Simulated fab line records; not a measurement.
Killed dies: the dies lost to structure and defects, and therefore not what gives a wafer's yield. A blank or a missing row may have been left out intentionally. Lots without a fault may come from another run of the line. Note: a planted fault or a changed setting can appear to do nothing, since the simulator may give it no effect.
Check of tool commonality | flow nandHarc | Lots sampled 11, wafers sampled 39

WHAT PROMPTED THE OPENING
Flagged at NHARC_P_GATE_INSPECT_68: reading rawDefectCount, on 2 of 11 lots. Fault-free wafers read 184, with a standard deviation of 66.
Rule: a lot is flagged when every wafer of it that has a number lies more than 4 standard deviations from that mean, or none has a number. All remaining lots are regarded as sound.

lot  | measured     | on               | rawDefectCount, wafer by wafer | flag
L896 | day 5 13:32  | defectInspect-01 | 172 186 200                    | 
L895 | day 5 15:01  | defectInspect-01 | 206 329 363                    | 
L901 | day 7 05:47  | defectInspect-02 | 164 153 183                    | 
L902 | day 7 07:05  | defectInspect-02 | 101 215 130                    | 
L903 | day 7 13:20  | defectInspect-02 | 131 169 104                    | 
L907 | day 8 16:59  | defectInspect-01 | 123 218 206                    | 
L908 | day 8 23:26  | defectInspect-02 | 158 293 270                    | 
L910 | day 9 06:28  | defectInspect-02 | 845 804 769 821 803 771        | FLAGGED
L916 | day 10 16:08 | defectInspect-02 | 745 760 693 759 757 686        | FLAGGED
L918 | day 11 00:16 | defectInspect-02 | 127 111 122                    | 
L917 | day 11 00:40 | defectInspect-02 | 371 221 228                    | 
The mean of the flagged lots' numbers is 768, +584 from the usual (+9 standard deviations).

WHICH TOOL RAN EACH LOT
3 process steps preceding the reading are held in the record, out of 1159 steps in the route. Each cell gives the tool, then ch followed by the chambers the sampled wafers passed through, then the start.
lot  | flag    | NHARC_P_GATE_PRECLEAN_97           | NHARC_P_GATE_DESCUM_93            | NHARC_P_GATE_RTA_64
L896 |         | wetBench-02 ch 0,3,4, day 5 04:10  | rieDiel-05 ch 2,3, day 5 10:21    | rtpAnneal-01 ch 0, day 5 12:16
L895 |         | wetBench-03 ch 4,6,7, day 5 06:01  | rieDiel-08 ch 0,1,3, day 5 11:55  | rtpAnneal-01 ch 0, day 5 13:45
L901 |         | wetBench-02 ch 1,3,6, day 6 22:08  | rieDiel-05 ch 1,2, day 7 02:30    | rtpAnneal-02 ch 0, day 7 04:34
L902 |         | wetBench-03 ch 0,4,5, day 6 23:40  | rieDiel-05 ch 1,2,3, day 7 04:06  | rtpAnneal-02 ch 0, day 7 05:49
L903 |         | wetBench-02 ch 0,1,4, day 7 06:10  | rieDiel-11 ch 0,1,2, day 7 10:23  | rtpAnneal-02 ch 0, day 7 12:05
L907 |         | wetBench-02 ch 1,2,4, day 8 09:30  | rieDiel-08 ch 0,2, day 8 14:06    | rtpAnneal-01 ch 0, day 8 15:47
L908 |         | wetBench-03 ch 0,4,7, day 8 15:57  | rieDiel-05 ch 1,2, day 8 20:32    | rtpAnneal-02 ch 0, day 8 22:10
L910 | FLAGGED | wetBench-03 ch 2,3,4, day 8 23:14  | rieDiel-05 ch 1,2,3, day 9 03:24  | rtpAnneal-01 ch 0, day 9 05:14
L916 | FLAGGED | wetBench-03 ch 1,3,4, day 10 08:51 | rieDiel-05 ch 0,3, day 10 13:11   | rtpAnneal-02 ch 0, day 10 14:52
L918 |         | wetBench-07 ch 0,3,5, day 10 16:59 | rieDiel-05 ch 1,2,3, day 10 21:21 | rtpAnneal-02 ch 0, day 10 23:01
L917 |         | wetBench-02 ch 1,3,4, day 10 17:12 | rieDiel-05 ch 0,1,3, day 10 21:45 | rtpAnneal-01 ch 0, day 10 23:24
What is done by these steps:
- NHARC_P_GATE_PRECLEAN_97: cleans in SPM, time 600 s.
- NHARC_P_GATE_DESCUM_93: chemistry O2, time 3 s.
- NHARC_P_GATE_RTA_64: time 1 s.
- NHARC_P_GATE_INSPECT_68

FLAGGED AGAINST TOTAL, ONE TOOL AT A TIME (gauges that did the reading follow at the end)
step                     | tool             | lots run | flagged | share of the flagged lots | sound lots run after its first flagged lot
NHARC_P_GATE_PRECLEAN_97 | wetBench-02      | 5        | 0       | none                      | -
NHARC_P_GATE_PRECLEAN_97 | wetBench-03      | 5        | 2       | all                       | 0
NHARC_P_GATE_PRECLEAN_97 | wetBench-07      | 1        | 0       | none                      | -
NHARC_P_GATE_DESCUM_93   | rieDiel-05       | 8        | 2       | all                       | 2 (L918,L917)
NHARC_P_GATE_DESCUM_93   | rieDiel-08       | 2        | 0       | none                      | -
NHARC_P_GATE_DESCUM_93   | rieDiel-11       | 1        | 0       | none                      | -
NHARC_P_GATE_RTA_64      | rtpAnneal-01     | 5        | 1       | some                      | 1 (L917)
NHARC_P_GATE_RTA_64      | rtpAnneal-02     | 6        | 1       | some                      | 1 (L918)
NHARC_P_GATE_INSPECT_68  | defectInspect-01 | 3        | 0       | none                      | -
NHARC_P_GATE_INSPECT_68  | defectInspect-02 | 8        | 2       | all                       | 2 (L918,L917)

WHAT IS ALLOWED BY THE TABLE
wetBench-03 at NHARC_P_GATE_PRECLEAN_97, rieDiel-05 at NHARC_P_GATE_DESCUM_93 and defectInspect-02 at NHARC_P_GATE_INSPECT_68: these 3 rows of the table ran every flagged lot.
- wetBench-03 at NHARC_P_GATE_PRECLEAN_97: 2 of its 5 lots flagged. Last sound lot L908 at day 8 15:57, first flagged lot L910 at day 8 23:14; a fault beginning in between fits.
- rieDiel-05 at NHARC_P_GATE_DESCUM_93: 2 of its 8 lots flagged. Lots that were sound ran on it after the first flagged one (L918, L917); a persistent fault on the entire tool would not allow that.
- defectInspect-02 at NHARC_P_GATE_INSPECT_68: 2 of its 8 lots flagged. Lots that were sound ran on it after the first flagged one (L918, L917); a persistent fault on the entire tool would not allow that.
Just one tool remains: wetBench-03 at NHARC_P_GATE_PRECLEAN_97.

WHAT HAD BEEN PUT IN BY THE SIMULATOR
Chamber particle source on wetBench-03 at NHARC_P_GATE_PRECLEAN_97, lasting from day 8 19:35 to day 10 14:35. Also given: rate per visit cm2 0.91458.
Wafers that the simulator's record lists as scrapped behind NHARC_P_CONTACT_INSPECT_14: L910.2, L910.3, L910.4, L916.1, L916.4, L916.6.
Lots struck among those shown: L910, L916. The same result came from the rule above.
